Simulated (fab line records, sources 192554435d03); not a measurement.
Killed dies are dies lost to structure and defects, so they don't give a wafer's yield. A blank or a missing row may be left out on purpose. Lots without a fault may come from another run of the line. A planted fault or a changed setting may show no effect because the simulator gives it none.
Which tool did it? | flow n5_finfet | 11 lots, 33 wafers sampled, at 1 step of a route of 1938

WHAT THE GAUGES READ, wafer by wafer
N5_WELL_APT_INSPECT_27: inspects for defects (macro).
lot  | measured    | on                | raw_defect_count
L075 | day 1 20:53 | defect_inspect-01 | 0 1 0
L078 | day 2 15:08 | defect_inspect-02 | 3 1 0
L080 | day 3 03:10 | defect_inspect-02 | 2 0 0
L082 | day 3 16:02 | defect_inspect-01 | 2 1 1
L084 | day 4 03:00 | defect_inspect-01 | 1 0 1
L086 | day 4 15:07 | defect_inspect-02 | 3 3 1
L088 | day 5 03:00 | defect_inspect-01 | 1 2 2
L090 | day 5 15:05 | defect_inspect-02 | 3 3 2
L092 | day 6 03:52 | defect_inspect-02 | 1 0 2
L094 | day 6 15:04 | defect_inspect-02 | 1 2 2
L096 | day 7 03:05 | defect_inspect-02 | 4 0 2

WHICH TOOL RAN EACH LOT (tool, then ch and the chambers of the sampled wafers, then the start)
The record holds no process step before these readings.

THE ANSWER, worked out from the rows above alone
Rule: what is usual is taken from the lots themselves. Put in order of their means at a reading, lots are off if they are a third of the lots or fewer, leave a main group of 4 or more, and stand apart from it by a gap of 3 or more times the standard deviation of the main group's means; of several such gaps the widest counts. A main group whose means are all the same, to the digits that the tables above print for the reading, isn't used. A lot without any number at a reading at which 4 lots or more have one is off too. The other lots that the step has rows for count as sound.
No lot is off at any reading shown: from this, nothing can be told.

WHAT THE SIMULATOR HAD PUT IN
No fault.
